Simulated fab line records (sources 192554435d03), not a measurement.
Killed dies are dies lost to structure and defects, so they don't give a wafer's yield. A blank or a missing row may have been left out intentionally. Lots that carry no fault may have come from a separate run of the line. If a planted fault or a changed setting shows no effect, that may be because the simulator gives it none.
fab line records    flow n5-finfet
record lots=12  wafers=36  last-day=18
route steps=1938 shown BEOL_M12@1647 BEOL_M15@1783 PASS1_CAP@1874 PASSIVATION@1936
lots that met no fault: taken from a fault-free run of the same line
start-h: the number of hours between the record's first day and the start of the first shown wafer of the lot    wait-h: how many hours have passed since the lot's step before this one    " unchanged from the row above    L1.1+2: a single row standing in for several wafers    - no value, or no start was given    * or withheld: withheld    < > ~ a bound
route shown NAME@n: NAME is a module with steps in the file, n the number in the route of the first one    usual: average and standard deviation across the fault-free wafers    same: alike in all rows    chamber/n: place in a boat    sites: each site's reading    _std_site: standard deviation across them    _edge_site: the outer-site mean with the inner-site mean subtracted    radius-mm: for every site, how far away it sits from the centre of the wafer    mask NAME#n: copy n    behind: the last tool/chamber to shape the wafer    hold: what put the lot on hold/how long, in hours/how the hold closed    device: the transistor (n, p or np) that didn't switch    end of line: the same wafers' tests at the end of the route    a step without rows: its recipe alone    killed: count of dies lost to structure and defects at first sort (not the wafer's yield)    map: per-die view of a wafer (x killed, . not killed, _ where there is no die)
set.NAME: the setting as run; set.NAME@STEP: as run at that earlier step    model.NAME: the simulator's own value behind a step, which no gauge read
one table for each step of the route and one row for each wafer, over a sample of lots
services: a tool's chamber out of use, with start hour (start-h, from the record's first day; less than 0 if before it), hours out, and reason
## steps
# step N5_BEOL_M12_PRE_CLEAN_42
# recipe gas=H2/He  time-s=30  temp-c=250
# usual heater-power-w=337/33
lot.wafer  tool            chamber  start-h  wait-h  heater-power-w
L758.2     pvd-sputter-03  -        230.23   0.0     409
L758.4     "               -        "        "       347
L758.5     "               -        "        "       385
L759.1     pvd-sputter-02  -        236.64   0.0     316
L759.3     "               -        "        "       365
L759.4     "               -        "        "       311
L760.1     pvd-sputter-02  -        244.57   0.0     339
L760.4     "               -        "        "       306
L760.6     "               -        "        "       333
L762.1     pvd-sputter-02  -        258.47   0.0     310
L762.3     "               -        "        "       317
L762.5     "               -        "        "       341
L763.1     pvd-sputter-02  -        264.38   0.0     328
L763.2     "               -        "        "       316
L763.4     "               -        "        "       314
L764.1     pvd-sputter-03  -        280.59   0.0     405
L764.2     "               -        "        "       329
L764.3     "               -        "        "       388
L765.1     pvd-sputter-02  -        288.36   0.0     316
L765.2     "               -        "        "       332
L765.6     "               -        "        "       363
L768.2     pvd-sputter-02  -        307.03   0.0     365
L768.3     "               -        "        "       339
L768.6     "               -        "        "       310
L770.2     pvd-sputter-02  -        318.75   0.0     344
L770.4     "               -        "        "       315
L770.6     "               -        "        "       299
L773.1     pvd-sputter-02  -        326.19   0.0     315
L773.3     "               -        "        "       312
L773.5     "               -        "        "       313
L779.1     pvd-sputter-01  -        373.85   0.0     369
L779.2     "               -        "        "       286
L779.3     "               -        "        "       306
L780.1     pvd-sputter-03  -        382.75   0.0     383
L780.4     "               -        "        "       349
L780.5     "               -        "        "       344
# step N5_BEOL_M15_CD_MEAS_10
# recipe target-cd-nm=360  landing-energy-ev=500  detector=se-inlens  polarity=opening
# usual cd-nm=361.0/1.5
lot.wafer  tool       chamber  start-h  wait-h  cd-nm
L758.2     cd-sem-02  0        246.34   -       364.1
L758.4     "          0        "        "       361.0
L758.5     "          0        "        "       361.4
L759.1     cd-sem-02  0        259.97   -       362.3
L759.3     "          0        "        "       362.2
L759.4     "          0        "        "       363.4
L760.1     cd-sem-02  0        261.06   -       362.9
L760.4     "          0        "        "       362.1
L760.6     "          0        "        "       364.1
L762.1     cd-sem-01  0        275.07   -       360.6
L762.3     "          0        "        "       359.9
L762.5     "          0        "        "       360.0
L763.1     cd-sem-02  0        277.85   -       363.4
L763.2     "          0        "        "       364.4
L763.4     "          0        "        "       364.2
L764.1     cd-sem-01  0        291.80   -       361.5
L764.2     "          0        "        "       362.1
L764.3     "          0        "        "       362.4
L765.1     cd-sem-03  0        301.53   -       363.1
L765.2     "          0        "        "       361.8
L765.6     "          0        "        "       361.1
L768.2     cd-sem-02  0        320.37   -       359.3
L768.3     "          0        "        "       360.5
L768.6     "          0        "        "       359.4
L770.2     cd-sem-03  0        331.72   -       358.7
L770.4     "          0        "        "       360.3
L770.6     "          0        "        "       359.1
L773.1     cd-sem-02  0        341.69   -       361.9
L773.3     "          0        "        "       361.2
L773.5     "          0        "        "       360.4
L779.1     cd-sem-03  0        391.85   -       359.6
L779.2     "          0        "        "       358.2
L779.3     "          0        "        "       358.3
L780.1     cd-sem-03  0        395.60   -       360.9
L780.4     "          0        "        "       360.4
L780.5     "          0        "        "       361.1
# step N5_BEOL_M15_PRE_CLEAN_42
# recipe gas=H2/He  time-s=30  temp-c=300
# usual heater-power-w=480/51
lot.wafer  tool            chamber  start-h  wait-h  heater-power-w
L758.2     pvd-sputter-03  -        262.57   0.0     482
L758.4     "               -        "        "       446
L758.5     "               -        "        "       450
L759.1     pvd-sputter-01  -        264.31   0.0     470
L759.3     "               -        "        "       425
L759.4     "               -        "        "       506
L760.1     pvd-sputter-02  -        268.90   0.0     425
L760.4     "               -        "        "       466
L760.6     "               -        "        "       425
L762.1     pvd-sputter-01  -        278.97   0.0     471
L762.3     "               -        "        "       389
L762.5     "               -        "        "       410
L763.1     pvd-sputter-01  -        280.69   0.0     474
L763.2     "               -        "        "       407
L763.4     "               -        "        "       517
L764.1     pvd-sputter-03  -        298.27   0.0     574
L764.2     "               -        "        "       538
L764.3     "               -        "        "       491
L765.1     pvd-sputter-02  -        305.53   0.0     434
L765.2     "               -        "        "       507
L765.6     "               -        "        "       429
L768.2     pvd-sputter-02  -        323.53   0.0     430
L768.3     "               -        "        "       431
L768.6     "               -        "        "       441
L770.2     pvd-sputter-01  -        337.51   0.0     468
L770.4     "               -        "        "       397
L770.6     "               -        "        "       474
L773.1     pvd-sputter-02  -        344.35   0.0     465
L773.3     "               -        "        "       502
L773.5     "               -        "        "       438
L779.1     pvd-sputter-03  -        396.35   0.0     455
L779.2     "               -        "        "       478
L779.3     "               -        "        "       543
L780.1     pvd-sputter-03  -        399.44   0.0     484
L780.4     "               -        "        "       546
L780.5     "               -        "        "       544
# step N5_PASSIVATION_PECVD_01
# recipe material=SiNx  target-thk-a=2000  temp-c=400  precursor=SiH4/NH3/N2  pressure-torr=4.9  rf-w=1406  time-s=43.2
# usual heater-power-w=427/120  showerhead-plenum-p-Torr=8.72/0.059  throttle-valve-pct=28.9/1.2
lot.wafer  tool      chamber  start-h  wait-h  heater-power-w  showerhead-plenum-p-Torr  throttle-valve-pct
L758.2     pecvd-04  1        270.41   0.0     531             8.64                      30.9
L758.4     "         1        "        "       558             8.65                      30.8
L758.5     "         1        "        "       583             8.64                      30.8
L759.1     pecvd-04  0        271.70   0.0     438             8.68                      28.3
L759.3     "         0        "        "       466             8.70                      28.1
L759.4     "         1        "        "       570             8.67                      30.9
L760.1     pecvd-01  2        276.99   0.0     509             8.79                      27.3
L760.4     "         0        "        "       382             8.68                      29.4
L760.6     "         1        "        "       495             8.69                      29.7
L762.1     pecvd-01  0        286.20   0.0     348             8.66                      29.7
L762.3     "         1        "        "       500             8.72                      29.7
L762.5     "         2        "        "       571             8.78                      26.9
L763.1     pecvd-02  2        286.54   0.0     268             8.71                      28.3
L763.2     "         0        "        "       371             8.83                      28.5
L763.4     "         2        "        "       274             8.68                      28.4
L764.1     pecvd-01  0        305.53   0.0     325             8.66                      29.6
L764.2     "         1        "        "       431             8.70                      29.9
L764.3     "         2        "        "       554             8.78                      27.0
L765.1     pecvd-04  1        315.52   0.0     456             8.68                      30.9
L765.2     "         2        "        "       455             8.77                      27.4
L765.6     "         1        "        "       479             8.65                      30.6
L768.2     pecvd-02  2        331.27   0.0     272             8.73                      28.5
L768.3     "         1        "        "       323             8.70                      29.9
L768.6     "         1        "        "       334             8.70                      29.7
L770.2     pecvd-01  0        346.23   0.0     259             8.66                      29.5
L770.4     "         0        "        "       281             8.66                      29.8
L770.6     "         2        "        "       589             8.79                      27.1
L773.1     pecvd-01  2        352.02   0.0     490             8.80                      27.1
L773.3     "         0        "        "       289             8.66                      29.7
L773.5     "         2        "        "       500             8.79                      27.4
L779.1     pecvd-04  0        402.21   0.0     526             8.70                      27.9
L779.2     "         1        "        "       572             8.65                      30.7
L779.3     "         1        "        "       569             8.67                      30.8
L780.1     pecvd-01  0        409.41   0.0     364             8.64                      29.8
L780.4     "         0        "        "       381             8.68                      30.0
L780.5     "         2        "        "       410             8.79                      27.3
# step N5_PASSIVATION_PROBE_49
# usual defect-limited-yield=91.4/1.4  killed_at_M0_to_M3=31/10  killed_at_M4_up=14/5.6  killed-at-contacts=13/6.3  killed-at-front-end=39/10  killed-at-other=4/3.1  killed-dies=101/16  killed-on-rim=13/3.9  killed-open=65/13  killed-short=34/7.2  sort_bin_4_leakage=0.00/0.007  sort_bin_5_function=5.1/0.88  sort_bin_6_memory=3.2/0.66  sort-n-pass=1079/16  sort-yield-pct=91.4/1.4
# same gross-dies=1180  killed-at-back-side=0  sort_bin_8_speed[%]=0
lot.wafer  tool       chamber  start-h  wait-h  defect-limited-yield[%]  killed_at_M0_to_M3  killed_at_M4_up  killed-at-contacts  killed-at-front-end  killed-at-other  killed-dies  killed-on-rim  killed-open  killed-short  sort_bin_4_leakage[%]  sort_bin_5_function[%]  sort_bin_6_memory[%]  sort-n-pass  sort-yield-pct[%]
L765.1     prober-02  -        325.07   0.0     91.8                     43                  8                7                   38                   1                97           9              57           40            0                      5.0                     3.0                   1083         91.8
L765.2     prober-02  -        325.12   0.1     90.7                     37                  13               8                   50                   2                110          12             64           45            0                      5.0                     3.3                   1070         90.7
L765.6     prober-02  -        325.32   0.3     91.4                     22                  11               7                   48                   13               101          16             55           44            0                      5.3                     2.6                   1079         91.4
L770.2     prober-02  -        356.06   0.1     84.1                     46                  69               10                  52                   11               188          28             88           44            0                      9.9                     5.1                   992          84.1
L770.4     prober-02  -        356.16   0.2     89.5                     21                  45               11                  36                   11               124          28             52           36            0                      6.9                     2.5                   1056         89.5
L770.6     prober-02  -        356.26   0.3     87.7                     32                  47               8                   51                   7                145          27             78           34            0                      6.9                     4.2                   1035         87.7
L773.1     prober-02  -        361.99   0.0     84.5                     14                  104              24                  41                   0                183          16             58           35            0                      9.2                     4.6                   997          84.5
L773.3     prober-02  -        362.09   0.1     90.7                     24                  45               6                   30                   5                110          25             50           25            0                      6.5                     2.5                   1070         90.7
L773.5     prober-02  -        362.19   0.2     88.2                     23                  50               21                  44                   1                139          30             66           39            0                      6.8                     4.2                   1041         88.2
L779.1     prober-01  -        412.57   0.0     93.1                     10                  11               11                  46                   4                82           11             54           25            0                      4.1                     2.6                   1098         93.1
L779.2     prober-01  -        412.62   0.1     91.8                     18                  13               24                  35                   7                97           8              68           27            0                      5.2                     2.9                   1083         91.8
L779.3     prober-01  -        412.67   0.1     89.2                     21                  23               21                  54                   8                127          5              89           37            0                      5.8                     4.8                   1053         89.2
# killed by level:class
L765.1 GATE_CUT:geometric-particle:short=12 BEOL_M2:geometric-particle:open=10 BEOL_M4:geometric-particle:open=6 GATE_CUT:geometric-particle:open=6 BEOL_M3:geometric-particle:open=6 BEOL_M0_SAQP:geometric-particle:short=5 BEOL_M0_SAQP:geometric-particle:open=5 BEOL_M0:geometric-particle:short=4
L765.2 BEOL_M2:geometric-particle:open=13 STI_FIN_REVEAL:geometric-particle:open=10 GATE_CUT:geometric-particle:short=10 BEOL_M0_SAQP:geometric-particle:open=7 FIN_SAQP:geometric-particle:short=5 FIN_SAQP:geometric-particle:open=5 BEOL_M0_SAQP:geometric-particle:short=5 MOL_CONTACT_COAG:geometric-particle:open=5
L765.6 FIN_SAQP:geometric-particle:short=9 BEOL_M0_SAQP:geometric-particle:short=9 MOL_CONTACT_COAG:geometric-particle:open=7 FIN_SAQP:geometric-particle:open=6 GATE_CUT:geometric-particle:short=6 BEOL_M0_SAQP:geometric-particle:open=6 STI_FIN_REVEAL:geometric-particle:open=5 PASS1_DEP:geometric-particle:open=5
L770.2 BEOL_M12:unspecified=53 BEOL_M0_SAQP:geometric-particle:short=15 BEOL_M0_SAQP:geometric-particle:open=13 DUMMY_GATE:geometric-particle:open=10 STI_FIN_REVEAL:geometric-particle:open=8 BEOL_M4:geometric-particle:open=8 MOL_CONTACT_COAG:geometric-particle:open=8 GATE_CUT:geometric-particle:short=6
L770.4 BEOL_M12:unspecified=33 MOL_CONTACT_COAG:geometric-particle:open=9 BEOL_M0_SAQP:geometric-particle:short=7 FIN_SAQP:geometric-particle:short=6 FIN_SAQP:geometric-particle:open=5 DUMMY_GATE:geometric-particle:short=5 DUMMY_GATE:geometric-particle:open=5 BEOL_M2:geometric-particle:open=5
L770.6 BEOL_M12:unspecified=29 FIN_SAQP:geometric-particle:open=13 BEOL_M0_SAQP:geometric-particle:open=12 GATE_CUT:geometric-particle:open=9 BEOL_M0_SAQP:geometric-particle:short=7 STI_FIN_REVEAL:geometric-particle:open=6 DUMMY_GATE:geometric-particle:open=6 MOL_CONTACT_COAG:geometric-particle:open=5
L773.1 BEOL_M12:unspecified=90 MOL_CONTACT_COAG:geometric-particle:open=18 FIN_SAQP:geometric-particle:short=9 BEOL_M4:geometric-particle:open=8 GATE_CUT:geometric-particle:short=8 FIN_SAQP:geometric-particle:open=7 MOL_CONTACT_COAG:geometric-particle:short=6 STARTING-WAFER:geometric-particle:open=5
L773.3 BEOL_M12:unspecified=33 BEOL_M2:geometric-particle:open=7 FIN_SAQP:geometric-particle:short=6 MOL_CONTACT_COAG:geometric-particle:open=6 BEOL_M0_SAQP:geometric-particle:open=5 BEOL_M4:geometric-particle:open=5 FIN_SAQP:geometric-particle:open=4 GATE_CUT:geometric-particle:short=4
L773.5 BEOL_M12:unspecified=32 MOL_CONTACT_COAG:geometric-particle:open=20 FIN_SAQP:geometric-particle:short=17 BEOL_M4:geometric-particle:open=9 BEOL_M0_SAQP:geometric-particle:short=8 FIN_SAQP:geometric-particle:open=6 GATE_CUT:geometric-particle:short=6 BEOL_M2:geometric-particle:open=6
L779.1 FIN_SAQP:geometric-particle:open=12 MOL_CONTACT_COAG:geometric-particle:open=11 FIN_SAQP:geometric-particle:short=10 DUMMY_GATE:geometric-particle:open=8 BEOL_M1:geometric-particle:open=7 STI_FIN_REVEAL:geometric-particle:open=3 GATE_CUT:geometric-particle:short=3 BEOL_M8:geometric-particle:open=3
L779.2 MOL_CONTACT_COAG:geometric-particle:open=21 STI_FIN_REVEAL:geometric-particle:open=9 BEOL_M1:geometric-particle:open=7 FIN_SAQP:geometric-particle:short=6 FIN_SAQP:geometric-particle:open=5 GATE_CUT:geometric-particle:short=4 BEOL_M4:geometric-particle:short=4 DUMMY_GATE:geometric-particle:open=3
L779.3 STI_FIN_REVEAL:geometric-particle:open=20 MOL_CONTACT_COAG:geometric-particle:open=17 FIN_SAQP:geometric-particle:open=14 FIN_SAQP:geometric-particle:short=10 BEOL_M4:geometric-particle:open=7 BEOL_M1:geometric-particle:open=5 BEOL_M5:geometric-particle:open=5 BEOL_M4:geometric-particle:short=4
## services
tool            chamber  start-h  hours  kind
pecvd-02        2        213.72   5.5    scheduled-down
pecvd-04        2        266.62   5.5    scheduled-down
pecvd-02        1        281.52   5.5    scheduled-down
pecvd-04        0        297.54   2.1    scheduled-down
pecvd-02        -        297.64   0.7    repair
pecvd-01        -        329.36   1.0    repair
pecvd-04        1        339.74   2.1    scheduled-down
pvd-sputter-03  -        355.26   3.1    repair
pecvd-02        1        383.62   -      clean
pecvd-02        1        383.62   -      consumable-replace:showerhead
pecvd-02        1        383.62   29.0   scheduled-down
pecvd-02        1        383.62   29.0   vent-cycle
pecvd-04        2        399.55   15.3   repair
pvd-sputter-02  -        402.50   33.0   repair
## key
first-sign step=N5_PASSIVATION_PROBE_49  reading=killed_at_M4_up  direction=up  sigmas=8.3  usual=14  struck=60
effect step=N5_PASSIVATION_PROBE_49  reading=defect-limited-yield  direction=down  sigmas=2.9  usual=91.4  struck=87.4  wafers-moved=3
more-kills-born-at N5_BEOL_M12_PRE_CLEAN_42@pvd-sputter-02=270
met-at N5_BEOL_M12_PRE_CLEAN_42
struck-lots L770,L773
not-acting-at N5_BEOL_M15_CD_MEAS_10,N5_BEOL_M15_PRE_CLEAN_42,N5_PASSIVATION_PECVD_01
onset-between 307.03 318.75
fault kind=chamber-particle-source  tool=pvd-sputter-02  chamber=-  onset-h=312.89  steps=N5_BEOL_M12_PRE_CLEAN_42  rate-per-visit-cm2=0.42018  end-h=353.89
